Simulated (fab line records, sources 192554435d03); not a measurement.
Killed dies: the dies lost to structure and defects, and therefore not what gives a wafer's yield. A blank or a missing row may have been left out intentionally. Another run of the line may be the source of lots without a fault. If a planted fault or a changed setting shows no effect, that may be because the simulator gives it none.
Comparing a struck lot with a sound one + flow n5_finfet + 14 steps out of a route of 1938
Sound: these wafers, L456.4, L456.5, L456.6. Wafers L466.2, L466.3, L466.4 were the ones struck. At the end, the cause is stated.
Order at every step that has rows: each side's tool, ch and its chambers, its first start. Under that, the readings that differ: sound wafers + struck wafers + difference of the means + sigmas: that difference in standard deviations of wafers without a fault.
alike: readings with means less than 2 such deviations apart, plus words and numbers identical on both sides. not compared: withheld readings, readings lacking a value on some wafer, bounds such as >300 that could conceal the same value, and numbers that have no deviation in the record and whose values overlap.
The two part at a step that has a row with sigmas, a row that says differs or no value, or rows on one side only. Numbers that don't overlap but have no deviation are shown without sigmas and don't part them. A reading that every wafer of one side lacks parts them only if that side has two wafers or more.

N5_SD_ACTIVATION_RS_MEAS_03: measures by four-point-probe.
  sound on film_metro-02 at day 3 10:44; struck on film_metro-02 at day 6 03:59
| reading          | sound          | struck         | difference | sigmas |
|------------------|----------------|----------------|------------|--------|
| RS_SD_P (ohm/sq) | 56.8 56.3 57.6 | 54.1 54.0 54.4 | -2.7       | -3     |
  alike: RS_SD_N
N5_SD_ACTIVATION_INSPECT_02: inspects for defects (darkfield).
  sound on defect_inspect-01 at day 3 11:00; struck on defect_inspect-02 at day 6 04:17
  alike: raw_defect_count
N5_ILD0_LINER_00: material SiNx, target thk 4 nm, pulse time 1 s, purge time 2 s.
  sound on ald_sin-04 ch 0,1, day 3 11:02; struck on ald_sin-03 ch 0,1,3, day 6 04:19
| reading            | sound       | struck      | difference | sigmas |
|--------------------|-------------|-------------|------------|--------|
| heater_power_w (W) | 636 636 860 | 981 900 912 | +220       | +2     |
  alike: precursor_pulse_height_rel
then, 2 steps without rows for these wafers: N5_ILD0_FCVD_FILL_01 (material SiO2 flowable, target thk 200 nm, time 328.3 s); N5_ILD0_CURE_02 (time 1800 s).
N5_ILD0_CMP_03: polishes, stops on SiNx, t overpolish 1.9 s, target thk 197.38 nm.
  sound on cmp-02 ch 0,1,2, day 3 13:31; struck on cmp-03 ch 0,2,3, day 6 06:43
  alike: motor_current_A, overpolish_run_s, platen_rpm, time_to_endpoint_s
N5_ILD0_THK_MEAS_04:
  sound on film_metro-01 at day 3 13:42; struck on film_metro-01 at day 6 06:59
  alike: thk_nm
N5_ILD0_CMP_07: polishes SiO2 flowable, stops on poly-Si, t overpolish 1.18 s, target thk 138.88 nm.
  sound on cmp-03 ch 0,1, day 3 13:44; struck on cmp-02 ch 0,1,2, day 6 07:01
  alike: motor_current_A, platen_rpm
N5_ILD0_THK_MEAS_08:
  sound on film_metro-01 at day 3 14:01; struck on film_metro-02 at day 6 07:18
| reading     | sound             | struck            | difference | sigmas |
|-------------|-------------------|-------------------|------------|--------|
| thk_nm (nm) | 136.1 135.7 138.2 | 138.7 140.6 140.1 | +3.1       | +3     |
then, 1 step without rows for these wafers: N5_ILD0_PRECLEAN_10 (cleans in NF3:NH3, afs cycles 5, time 20 s, sublimation time 60 s).
N5_ILD0_ALD_15: deposits SiNx, target thk 24 nm, pulse time 1 s, ald cycles 480.
  sound on ald_sin-04 ch 0,2,3, day 3 15:15; struck on ald_sin-03 ch 0,1,2, day 6 08:01
  alike: heater_power_w, precursor_pulse_height_rel
N5_ILD0_CMP_12: polishes SiNx, stops on poly-Si, t overpolish 6 s, target thk 17.67 nm.
  sound on cmp-04 ch 0,1,2, day 3 17:34; struck on cmp-04 ch 0,2,3, day 6 10:13
| reading                | sound          | struck         | difference | sigmas |
|------------------------|----------------|----------------|------------|--------|
| time_to_endpoint_s (s) | 26.6 29.8 28.2 | 62.9 57.7 55.2 | +30.4      | +10    |
  alike: motor_current_A, overpolish_run_s, platen_rpm
N5_ILD0_THK_MEAS_13:
  sound on film_metro-02 at day 3 17:44; struck on film_metro-02 at day 6 10:31
| reading     | sound          | struck         | difference | sigmas |
|-------------|----------------|----------------|------------|--------|
| thk_nm (nm) | 16.4 16.4 15.0 | 20.2 18.6 18.3 | +3.1       | +3     |
-- the record jumps here: 5 days lie between the struck wafers' starts before and after (it left off in module ILD0 and takes up again in module BEOL_M4, whose first step shown is number 1111 of the route) --
N5_BEOL_M4_RC_MEAS_101:
  sound on prober-02 ch 0, day 8 01:53; struck on prober-01 ch 0, day 11 00:37
  alike: DIBL_N, DIBL_P, IOFF_N, IOFF_P, ION_N, ION_P, SS_N, SS_P, VT_N, VT_P

WHERE THEY PART
Earliest at N5_SD_ACTIVATION_RS_MEAS_03; latest, in this record, at N5_ILD0_THK_MEAS_13. Later steps at which nothing parts them and some readings are alike: N5_BEOL_M4_RC_MEAS_101.

WHY: whatever the simulator had introduced
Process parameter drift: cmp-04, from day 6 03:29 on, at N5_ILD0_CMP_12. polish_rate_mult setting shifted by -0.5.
